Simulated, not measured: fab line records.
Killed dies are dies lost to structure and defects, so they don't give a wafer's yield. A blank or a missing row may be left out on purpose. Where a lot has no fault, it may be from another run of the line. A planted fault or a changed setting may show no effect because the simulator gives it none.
Split-lot trial ; flow n5Finfet ; 21 wafers read across 7 lots, on a route 1938 steps long

== THE SPLIT ITSELF ==
At N5_SDB_CUT_ETCH_26 (etches Si in HBr/Cl2/O2, target depth 129.6 nm, bt time 20 s, time 51.8 s), the setting icpW was moved away from the recipe's 800 W on 7 of the 21 wafers read, by -17.1% to +4.5%. For the rest of the wafers, this setting stayed at what the recipe calls for.

The reading comes from the split's own step.

== THE READING ==
etch.depthNm (the simulator's own value, which no gauge read), in nm, at N5_SDB_CUT_ETCH_26 (etches Si in HBr/Cl2/O2, target depth 129.6 nm, bt time 20 s, time 51.8 s). No usual value for it is given in the file. Across the 14 wafers here that went through the recipe, the average is 130.9 nm and the standard deviation 2 nm.

wafer;tool, chamber at the split;icpW as run, W;against the recipe;etch.depthNm, nm;against lot-mates on the recipe
L075.1;rieSi-06, 2;713.4;-10.8%;121.7;-9.3
L075.3;rieSi-06, 3;800;recipe;129;-
L075.6;rieSi-06, 0;800;recipe;133;-
L076.4;rieSi-06, 3;663.4;-17.1%;118.7;-11.2
L076.5;rieSi-06, 2;800;recipe;129.9;-
L076.6;rieSi-06, 3;663.4;-17.1%;118.3;-11.6
L084.1;rieSi-06, 3;800;recipe;129.1;-
L084.2;rieSi-06, 2;676.4;-15.5%;118.5;-12.0
L084.3;rieSi-06, 0;800;recipe;131.9;-
L087.1;rieSi-06, 3;800;recipe;130.6;-
L087.2;rieSi-06, 2;693.9;-13.3%;119.6;-11.0
L087.6;rieSi-06, 2;693.9;-13.3%;120.1;-10.5
L090.1;rieSi-06, 0;800;recipe;134;-
L090.3;rieSi-06, 2;800;recipe;130.3;-
L090.6;rieSi-06, 3;836.4;+4.5%;135.3;+3.2
L092.2;rieSi-06, 3;800;recipe;131.2;-
L092.3;rieSi-06, 2;800;recipe;130.6;-
L092.6;rieSi-06, 0;800;recipe;135.5;-
L097.1;rieSi-06, 1;800;recipe;129.8;-
L097.5;rieSi-06, 2;800;recipe;128.1;-
L097.6;rieSi-06, 3;800;recipe;129.4;-

THE FIT
A straight line over all 21 wafers: etch.depthNm changes by +0.785 nm for each +1% of icpW; r = +0.95; the points scatter about the line by 1.8 nm.
The same after taking each lot's own level away (the mean of its wafers on the recipe; 21 wafers): +0.739 nm for each +1%; r = +0.96; scatter 1.5 nm.
The reading moves by 13 nm for the largest change in icpW, on that fit.
From 129.10 to 132.43 nm: that is the span of the lots' own levels, equal to 1.7 times the standard deviation above.
The two slopes agree, so the slope changes little with the lot-to-lot level.
Check: for one of the wafers moved furthest among these (-17.1%), held out of the fit, the line's prediction against its lot-mates is -13.1 nm. It came out at -11.2 nm against them.

== THE OTHER SPLITS THESE WAFERS WENT THROUGH ==
Before the reading, these wafers also passed through other splits. Each is held against what the fit with the lots' levels taken away leaves over:
other split on the same wafers;wafers away from the commonest value;r with etch.depthNm (lot level and that fit taken away)
N5_DUMMY_GATE_ETCH_37 sourceW;8;-0.17
N5_SD_EPI_P_EXPOSE_06 doseMj;7;-0.31
N5_SD_EPI_P_DEVELOP_08 developTimeS;9;-0.13
N5_SDB_STRIP_22 powerW;9;-0.09

== THE WHOLE CHAIN: every reading that the file lists as answering this split, in the file's order ==
step;what it does;reading;change (the file's fit);r (the file's)
N5_SDB_CUT_ETCH_26;etches Si in HBr/Cl2/O2, target depth 129.6 nm, bt time 20 s, time 51.8 s;SDB.featureDepthNm (the simulator's own value, which no gauge read);+0.76 nm for each +1% of the setting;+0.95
N5_SDB_CUT_ETCH_26;etches Si in HBr/Cl2/O2, target depth 129.6 nm, bt time 20 s, time 51.8 s;etch.depthNm (the simulator's own value, which no gauge read);+0.757 nm for each +1% of the setting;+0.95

== THE FILE'S OWN FIT ==
etch.depthNm changes by +0.757 nm for each +1% of icpW, r = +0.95.
